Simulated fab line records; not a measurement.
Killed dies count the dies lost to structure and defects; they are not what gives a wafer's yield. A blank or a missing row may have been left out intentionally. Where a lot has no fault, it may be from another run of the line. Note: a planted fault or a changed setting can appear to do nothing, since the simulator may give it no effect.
fab line records	flow n5Finfet
[record] lots = 12	wafers = 35	lastDay = 20
route steps=1938 shown BEOL_M13@1715 BEOL_M14@1726 PASSIVATION@1936
lots that met no fault: from a run of the same line without faults
startH: hours from the record's first day to the start of the lot's first wafer shown	waitH: time in hours since the lot's previous step	" the same as in the row above	L1.1+2: a row that stands for several wafers	- no value, or no start was given	* or withheld: withheld	< > ~ a bound
route shown NAME@n: names a module that has steps shown in the file, with the first one's number in the route	usual: mean/standard deviation taken from wafers without a fault	same: alike in all rows	chamber/n: place in a boat	sites: each site's reading	_std_site: standard deviation across them	_edge_site: inner sites' mean taken away from outer sites' mean	radiusMm: how far each site lies from the wafer's centre	mask NAME#n: copy n	behind: the tool/chamber that last shaped the wafer	hold: cause of the lot's hold/its duration in hours/its outcome	device: whichever transistor did not switch (one of n, p or np)	end of line: the tests these same wafers got at the end of their route	where a step has no rows: the recipe by itself	killed: the dies lost at the first sort to structure and to defects; this is not the yield of the wafer	map: a wafer's dies, marking killed ones x, the rest . and places with no die _
set.NAME: the setting the step ran with; set.NAME@STEP: the setting that earlier step ran with	model.NAME: the simulator's own value behind a step, which no gauge read
route steps across a sampled set of lots; one table per step, one row per wafer
services: the hour from which a tool's chamber was out of use, counted from the record's first day as startH (under 0 if before that day), plus the number of hours and why
[[steps]]
[step N5_BEOL_M13_INSPECT_55]
[recipe] inspectInstrument = darkfield	mode = postDep
[usual] rawDefectCount = 72/25
lot.wafer	tool	chamber	startH	waitH	rawDefectCount
L268.1	defectInspect-02	-	310.71	0.0	72
L268.2	"	-	"	"	89
L268.5	"	-	"	"	101
L267.1	defectInspect-02	-	314.93	0.0	75
L267.2	"	-	"	"	80
L267.4	"	-	"	"	60
L270.3	defectInspect-02	-	318.15	0.0	82
L270.5	"	-	"	"	82
L270.6	"	-	"	"	88
L272.1	defectInspect-02	-	328.04	0.0	83
L272.3	"	-	"	"	83
L272.6	"	-	"	"	50
L273.1	defectInspect-02	-	333.54	0.0	111
L273.3	"	-	"	"	122
L273.4	"	-	"	"	86
L271.3	defectInspect-02	-	337.66	0.0	73
L271.5	"	-	"	"	57
L271.6	"	-	"	"	54
L275.1	defectInspect-02	-	338.51	0.0	41
L275.2	"	-	"	"	42
L275.4	"	-	"	"	55
L274.1	defectInspect-01	-	341.01	0.0	59
L274.4	"	-	"	"	74
L274.6	"	-	"	"	120
L280.2	defectInspect-01	-	386.83	0.0	65
L280.4	"	-	"	"	73
L280.5	"	-	"	"	57
L283.1	defectInspect-02	-	404.16	0.0	107
L283.2	"	-	"	"	86
L287.1	defectInspect-01	-	430.03	0.0	99
L287.2	"	-	"	"	85
L287.3	"	-	"	"	61
L288.4	defectInspect-01	-	444.54	0.0	81
L288.5	"	-	"	"	38
L288.6	"	-	"	"	59
[step N5_BEOL_M14_CD_MEAS_10]
[recipe] targetCdNm = 250	landingEnergyEv = 500	detector = seInlens	polarity = opening
[usual] cdNm = 250.3/1.1
lot.wafer	tool	chamber	startH	waitH	cdNm
L268.1	cdSem-03	0	311.36	-	249.8
L268.2	"	0	"	"	249.6
L268.5	"	0	"	"	249.0
L267.1	cdSem-01	0	315.60	-	249.6
L267.2	"	0	"	"	250.9
L267.4	"	0	"	"	249.1
L270.3	cdSem-01	0	318.69	-	249.8
L270.5	"	0	"	"	250.3
L270.6	"	0	"	"	251.0
L272.1	cdSem-01	0	328.58	-	249.1
L272.3	"	0	"	"	250.6
L272.6	"	0	"	"	250.4
L273.1	cdSem-03	0	334.07	-	251.8
L273.3	"	0	"	"	252.6
L273.4	"	0	"	"	251.8
L271.3	cdSem-01	0	338.36	-	251.5
L271.5	"	0	"	"	251.6
L271.6	"	0	"	"	252.0
L275.1	cdSem-02	0	339.04	-	250.0
L275.2	"	0	"	"	250.0
L275.4	"	0	"	"	250.5
L274.1	cdSem-03	0	341.66	-	249.4
L274.4	"	0	"	"	250.7
L274.6	"	0	"	"	249.6
L280.2	cdSem-02	0	387.57	-	251.1
L280.4	"	0	"	"	250.5
L280.5	"	0	"	"	247.5
L283.1	cdSem-03	0	404.92	-	249.8
L283.2	"	0	"	"	252.3
L287.1	cdSem-03	0	430.57	-	249.1
L287.2	"	0	"	"	248.1
L287.3	"	0	"	"	248.7
L288.4	cdSem-02	0	445.20	-	251.7
L288.5	"	0	"	"	251.4
L288.6	"	0	"	"	251.2
[step N5_BEOL_M14_INSPECT_12]
[recipe] mode = adi	inspectInstrument = macro
[usual] rawDefectCount = 2.3/1.5
lot.wafer	tool	chamber	startH	waitH	rawDefectCount
L268.1	defectInspect-01	-	311.42	0.0	6
L268.2	"	-	"	"	0
L268.5	"	-	"	"	0
L267.1	defectInspect-01	-	315.65	0.0	3
L267.2	"	-	"	"	2
L267.4	"	-	"	"	2
L270.3	defectInspect-01	-	318.74	0.0	2
L270.5	"	-	"	"	1
L270.6	"	-	"	"	3
L272.1	defectInspect-02	-	328.63	0.0	2
L272.3	"	-	"	"	1
L272.6	"	-	"	"	6
L273.1	defectInspect-01	-	334.13	0.0	3
L273.3	"	-	"	"	2
L273.4	"	-	"	"	0
L271.3	defectInspect-01	-	338.41	0.0	3
L271.5	"	-	"	"	5
L271.6	"	-	"	"	3
L275.1	defectInspect-01	-	339.09	0.0	0
L275.2	"	-	"	"	2
L275.4	"	-	"	"	4
L274.1	defectInspect-02	-	341.72	0.0	3
L274.4	"	-	"	"	2
L274.6	"	-	"	"	0
L280.2	defectInspect-02	-	387.62	0.0	2
L280.4	"	-	"	"	3
L280.5	"	-	"	"	2
L283.1	defectInspect-02	-	404.97	0.0	2
L283.2	"	-	"	"	1
L287.1	defectInspect-02	-	430.62	0.0	6
L287.2	"	-	"	"	2
L287.3	"	-	"	"	5
L288.4	defectInspect-01	-	445.26	0.0	5
L288.5	"	-	"	"	4
L288.6	"	-	"	"	2
[step N5_BEOL_M14_VIA_ETCH_16]
[recipe] chemistry = C4F8/O2/Ar	target = SiO2	heInnerTorr = 15	heOuterTorr = 30	targetDepthA = 12313	timeS = withheld	ionEnergyEv = 800	pressureMtorr = 20	sourceW = 1905	biasW = 2040	Ar_flow_sccm = 400	C4F8_flow_sccm = 16	O2_flow_sccm = 12	ends = cleared
[usual] drypumpMotorCurrentA = 5.8/0.41	oes_ar_750_au = 0.76/0.067	oesProductAu = 0.69/0.062	rfVppV = 2228/23	showerheadPlenumPTorr = 3.47/0.078	throttleValvePct = 30.89/0.24
lot.wafer	tool	chamber	startH	waitH	drypumpMotorCurrentA	oes_ar_750_au	oesProductAu	rfVppV	showerheadPlenumPTorr	throttleValvePct
L268.1	rieDiel-01	2	312.38	0.0	6.3	0.81	0.72	2208	3.33	31.11
L268.2	"	3	"	"	5.6	0.74	0.66	2232	3.44	31.16
L268.5	"	3	"	"	5.6	0.74	0.66	2232	3.44	31.18
L267.1	rieDiel-04	1	315.77	0.0	5.3	0.76	0.68	2193	3.43	30.46
L267.2	"	3	"	"	6.5	0.72	0.66	2256	3.54	30.58
L267.4	"	2	"	"	5.5	0.68	0.61	2244	3.50	31.37
L270.3	rieDiel-01	2	318.99	0.0	6.2	0.80	0.72	2208	3.33	31.13
L270.5	"	1	"	"	5.8	0.78	0.71	2223	3.45	30.89
L270.6	"	2	"	"	6.2	0.79	0.71	2209	3.33	31.11
L272.1	rieDiel-04	3	328.80	0.1	6.5	0.72	0.65	2255	3.53	30.56
L272.3	"	1	"	"	5.3	0.75	0.68	2191	3.42	30.47
L272.6	"	1	"	"	5.3	0.76	0.68	2192	3.42	30.47
L273.1	rieDiel-01	0	334.25	0.0	5.7	0.78	0.72	2257	3.58	30.98
L273.3	"	2	"	"	6.2	0.79	0.71	2208	3.33	31.12
L273.4	"	1	"	"	5.7	0.78	0.70	2223	3.45	30.89
L271.3	rieDiel-06	2	338.96	0.0	5.1	0.70	0.63	2244	3.54	30.78
L271.5	"	2	"	"	5.1	0.70	0.63	2245	3.54	30.77
L271.6	"	1	"	"	5.7	0.79	0.71	2259	3.45	30.95
L275.1	rieDiel-01	3	339.36	0.0	5.6	0.72	0.65	2231	3.43	31.17
L275.2	"	0	"	"	5.7	0.80	0.72	2254	3.58	30.98
L275.4	"	3	"	"	5.6	0.73	0.65	2230	3.43	31.17
L274.1	rieDiel-06	1	341.84	0.0	5.7	0.79	0.71	2261	3.45	30.97
L274.4	"	3	"	"	5.9	0.72	0.64	2211	3.42	30.92
L274.6	"	3	"	"	5.9	0.72	0.65	2211	3.42	30.94
L280.2	rieDiel-01	1	387.74	0.0	5.8	0.76	0.91	2223	3.44	31.29
L280.4	"	3	"	"	5.6	0.72	0.63	2231	3.42	31.17
L280.5	"	3	"	"	5.6	0.72	0.86	2230	3.42	31.57
L283.1	rieDiel-01	1	405.34	0.0	5.8	0.76	0.69	2221	3.44	30.91
L283.2	"	0	"	"	5.8	0.76	0.93	2253	3.57	31.42
L287.1	rieDiel-04	2	430.74	0.0	5.5	0.88	0.79	2241	3.49	31.13
L287.2	"	3	"	"	6.5	0.95	0.85	2254	3.51	30.35
L287.3	"	1	"	"	5.3	0.72	0.66	2192	3.40	30.50
L288.4	rieDiel-06	1	445.42	0.0	5.7	0.75	0.67	2258	3.43	30.99
L288.5	"	3	"	"	5.9	0.69	0.61	2209	3.39	30.95
L288.6	"	0	"	"	6.0	0.89	0.81	2210	3.36	30.87
[step N5_PASSIVATION_PROBE_49]
[usual] defectLimitedYield = 91.2/1.3	killed_at_M0_to_M3 = 34/9.2	killed_at_M4_up = 14/5	killedAtContacts = 13/6.7	killedAtFrontEnd = 39/12	killedAtOther = 4/3.3	killedDies = 104/15	killedOpen = 68/12	killedShort = 34/7.5	sort_bin_5_function = 5.2/0.87	sort_bin_6_memory = 3.3/0.63	sortNPass = 1076/15	sortYieldPct = 91.2/1.3
[same] grossDies = 1180	killedAtBackSide = 0	sort_bin_4_leakage[%] = 0	sort_bin_8_speed[%] = 0
lot.wafer	tool	chamber	startH	waitH	defectLimitedYield[%]	killed_at_M0_to_M3	killed_at_M4_up	killedAtContacts	killedAtFrontEnd	killedAtOther	killedDies	killedOpen	killedShort	sort_bin_5_function[%]	sort_bin_6_memory[%]	sortNPass	sortYieldPct[%]
L267.2	prober-01	-	341.63	0.3	91.1	34	8	24	37	2	105	74	31	5.3	3.3	1075	91.1
L272.1	prober-01	-	353.42	0.0	87.7	43	11	20	67	4	145	87	54	6.5	5.3	1035	87.7
L272.3	prober-01	-	353.52	0.1	89.9	37	12	13	54	3	119	68	48	6.4	3.2	1061	89.9
L272.6	prober-01	-	353.67	0.3	89.2	41	9	22	54	1	127	76	48	5.8	4.6	1053	89.2
L271.3	prober-02	-	364.87	0.1	89.2	47	27	11	42	1	128	77	51	6.4	4.2	1052	89.2
L271.5	prober-02	-	364.97	0.2	90.4	31	28	17	34	3	113	79	33	5.4	3.7	1067	90.4
L271.6	prober-02	-	365.02	0.3	88.8	44	17	11	60	0	132	90	42	7.4	3.6	1048	88.8
L275.1	prober-01	-	369.48	0.0	91.1	36	16	7	44	2	105	72	31	5.3	3.4	1075	91.1
L275.2	prober-01	-	369.53	0.1	92.4	23	16	9	36	6	90	65	23	5.3	2.4	1090	92.4
L275.4	prober-01	-	369.63	0.2	91.8	26	15	12	44	0	97	68	27	4.5	3.5	1083	91.8
L274.1	prober-02	-	369.55	0.0	90.5	23	10	26	50	3	112	65	44	5.1	3.7	1068	90.5
L274.4	prober-02	-	369.70	0.2	88.7	23	19	20	71	0	133	84	48	6.5	3.9	1047	88.7
L274.6	prober-02	-	369.80	0.3	91.7	29	13	15	40	1	98	71	26	4.1	3.8	1082	91.7
L280.2	prober-01	-	420.36	0.1	92.3	42	6	9	32	2	91	54	35	4.2	3.2	1089	92.3
L280.4	prober-01	-	420.46	0.2	91.3	32	15	6	49	1	103	64	38	5.4	3.1	1077	91.3
L280.5	prober-01	-	420.51	0.2	91.9	38	15	6	35	2	96	67	29	4.8	3.1	1084	91.9
// killed by level:class
L267.2 MOL_CONTACT_COAG:geometricParticle:open=20 BEOL_M2:geometricParticle:open=13 BEOL_M3:geometricParticle:open=9 GATE_CUT:geometricParticle:short=7 STI_FIN_REVEAL:geometricParticle:open=5 DUMMY_GATE:geometricParticle:open=5 STARTING-WAFER:geometricParticle:short=5 FIN_SAQP:geometricParticle:short=4
L272.1 STI_FIN_REVEAL:geometricParticle:open=21 MOL_CONTACT_COAG:geometricParticle:open=16 BEOL_M0_SAQP:geometricParticle:short=14 FIN_SAQP:geometricParticle:short=13 FIN_SAQP:geometricParticle:open=9 BEOL_M0_SAQP:geometricParticle:open=9 BEOL_M2:geometricParticle:open=6 BEOL_M3:geometricParticle:open=6
L272.3 FIN_SAQP:geometricParticle:short=20 BEOL_M2:geometricParticle:open=11 FIN_SAQP:geometricParticle:open=10 STI_FIN_REVEAL:geometricParticle:open=7 MOL_CONTACT_COAG:geometricParticle:short=7 BEOL_M3:geometricParticle:open=7 MOL_CONTACT_COAG:geometricParticle:open=6 BEOL_M0_SAQP:geometricParticle:short=6
L272.6 FIN_SAQP:geometricParticle:short=15 FIN_SAQP:geometricParticle:open=13 BEOL_M2:geometricParticle:open=11 MOL_CONTACT_COAG:geometricParticle:open=11 MOL_CONTACT_COAG:geometricParticle:short=11 BEOL_M0_SAQP:geometricParticle:open=10 STI_FIN_REVEAL:geometricParticle:open=6 BEOL_M3:geometricParticle:open=6
L271.3 BEOL_M3:geometricParticle:open=20 FIN_SAQP:geometricParticle:short=8 DUMMY_GATE:geometricParticle:open=8 BEOL_M0_SAQP:geometricParticle:short=8 BEOL_M2:geometricParticle:open=8 BEOL_M5:geometricParticle:open=7 FIN_SAQP:geometricParticle:open=6 MOL_CONTACT_COAG:geometricParticle:open=6
L271.5 BEOL_M4:geometricParticle:open=15 MOL_CONTACT_COAG:geometricParticle:open=13 FIN_SAQP:geometricParticle:short=9 BEOL_M3:geometricParticle:open=8 FIN_SAQP:geometricParticle:open=7 BEOL_M0_SAQP:geometricParticle:short=7 DUMMY_GATE:geometricParticle:open=6 BEOL_M2:geometricParticle:open=5
L271.6 FIN_SAQP:geometricParticle:short=14 BEOL_M2:geometricParticle:open=14 FIN_SAQP:geometricParticle:open=13 MOL_CONTACT_COAG:geometricParticle:open=11 STI_FIN_REVEAL:geometricParticle:open=8 BEOL_M0_SAQP:geometricParticle:short=8 DUMMY_GATE:geometricParticle:open=6 BEOL_M0_SAQP:geometricParticle:open=6
L275.1 FIN_SAQP:geometricParticle:open=19 BEOL_M1:geometricParticle:open=17 BEOL_M4:geometricParticle:open=9 BEOL_M0_SAQP:geometricParticle:short=8 STI_FIN_REVEAL:geometricParticle:open=6 FIN_SAQP:geometricParticle:short=5 MOL_CONTACT_COAG:geometricParticle:open=4 GATE_CUT:geometricParticle:short=3
L275.2 FIN_SAQP:geometricParticle:open=13 BEOL_M4:geometricParticle:open=12 MOL_CONTACT_COAG:geometricParticle:open=7 BEOL_M0_SAQP:geometricParticle:short=6 BEOL_M0_SAQP:geometricParticle:open=6 FIN_SAQP:geometricParticle:short=4 STI_FIN_REVEAL:geometricParticle:open=4 GATE_CUT:geometricParticle:open=4
L274.1 MOL_CONTACT_COAG:geometricParticle:open=19 FIN_SAQP:geometricParticle:short=14 FIN_SAQP:geometricParticle:open=9 MOL_CONTACT_COAG:geometricParticle:short=7 BEOL_M3:geometricParticle:open=5 STARTING-WAFER:geometricParticle:open=5 BEOL_M0_SAQP:geometricParticle:open=4 BEOL_M0_SAQP:geometricParticle:short=4
L275.4 FIN_SAQP:geometricParticle:open=18 MOL_CONTACT_COAG:geometricParticle:open=10 FIN_SAQP:geometricParticle:short=8 BEOL_M0_SAQP:geometricParticle:short=8 BEOL_M0_SAQP:geometricParticle:open=7 BEOL_M1:geometricParticle:open=7 BEOL_M4:geometricParticle:open=6 STARTING-WAFER:geometricParticle:open=4
L274.4 FIN_SAQP:geometricParticle:open=22 FIN_SAQP:geometricParticle:short=15 STI_FIN_REVEAL:geometricParticle:open=14 MOL_CONTACT_COAG:geometricParticle:open=12 MOL_CONTACT_COAG:geometricParticle:short=8 GATE_CUT:geometricParticle:short=5 BEOL_M5:geometricParticle:open=5 GATE_CUT:geometricParticle:open=4
L274.6 FIN_SAQP:geometricParticle:open=13 MOL_CONTACT_COAG:geometricParticle:open=12 BEOL_M3:geometricParticle:open=9 GATE_CUT:geometricParticle:open=6 GATE_CUT:geometricParticle:short=5 BEOL_M0_SAQP:geometricParticle:short=5 BEOL_M0_SAQP:geometricParticle:open=5 BEOL_M0:geometricParticle:open=4
L280.2 BEOL_M1:geometricParticle:open=14 BEOL_M0_SAQP:geometricParticle:short=10 FIN_SAQP:geometricParticle:short=8 STI_FIN_REVEAL:geometricParticle:open=8 MOL_CONTACT_COAG:geometricParticle:open=8 BEOL_M0_SAQP:geometricParticle:open=8 STARTING-WAFER:geometricParticle:short=4 BEOL_M2:geometricParticle:open=3
L280.4 STI_FIN_REVEAL:geometricParticle:open=11 FIN_SAQP:geometricParticle:open=9 BEOL_M2:geometricParticle:open=8 BEOL_M0_SAQP:geometricParticle:short=7 BEOL_M4:geometricParticle:short=7 GATE_CUT:geometricParticle:short=6 BEOL_M1:geometricParticle:open=6 MOL_CONTACT_COAG:geometricParticle:open=6
L280.5 BEOL_M0_SAQP:geometricParticle:open=10 BEOL_M4:geometricParticle:open=10 BEOL_M0_SAQP:geometricParticle:short=8 BEOL_M1:geometricParticle:open=8 DUMMY_GATE:geometricParticle:open=7 STI_FIN_REVEAL:geometricParticle:open=6 FIN_SAQP:geometricParticle:short=5 MOL_CONTACT_COAG:geometricParticle:open=5
[[services]]
tool	chamber	startH	hours	kind
rieDiel-06	1	301.28	8.3	repair
rieDiel-06	-	310.71	2.8	pm
rieDiel-01	0	311.39	14.6	repair
rieDiel-04	2	317.65	-	clean
rieDiel-04	2	317.65	-	consumableReplace:focusRing
rieDiel-04	2	317.65	19.5	scheduledDown
rieDiel-04	2	317.65	19.5	ventCycle
rieDiel-01	1	323.83	2.3	repair
rieDiel-04	0	328.48	9.2	repair
rieDiel-01	1	337.50	9.0	repair
rieDiel-01	3	376.33	6.9	repair
rieDiel-06	0	377.94	8.3	repair
rieDiel-06	0	386.49	-	clean
rieDiel-06	0	386.49	-	consumableReplace:esc
rieDiel-06	0	386.49	-	consumableReplace:focusRing
rieDiel-06	0	386.49	24.7	scheduledDown
rieDiel-06	0	386.49	24.7	ventCycle
rieDiel-01	2	397.61	35.8	repair
rieDiel-04	3	401.11	-	clean
rieDiel-06	2	401.88	2.7	repair
rieDiel-06	1	416.73	1.6	repair
rieDiel-01	3	424.27	7.3	repair
rieDiel-06	3	429.08	5.5	repair
rieDiel-04	0	429.94	6.2	repair
[[key]]
[firstSign] step = N5_BEOL_M14_VIA_ETCH_16	reading = oesProductAu	direction = up	sigmas = 3.4	usual = 0.69	struck = 0.90
[effect] step = N5_BEOL_M14_VIA_ETCH_16	reading = throttleValvePct	direction = up	sigmas = 2.2	usual = *	struck = *
metAt N5_BEOL_M14_VIA_ETCH_16
struckLots L280,L283
struckWafers L280.2,L280.5,L283.2
notActingAt N5_BEOL_M13_INSPECT_55,N5_BEOL_M14_CD_MEAS_10,N5_BEOL_M14_INSPECT_12
onsetBetween 339.36 387.74
[fault] kind = processParameterDrift	tool = rieDiel-01	chamber = -	onsetH = 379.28	steps = N5_BEOL_M14_VIA_ETCH_16	channel = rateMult	offset = 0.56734	shape = step	endH = 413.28	scope = struckWafersOnly
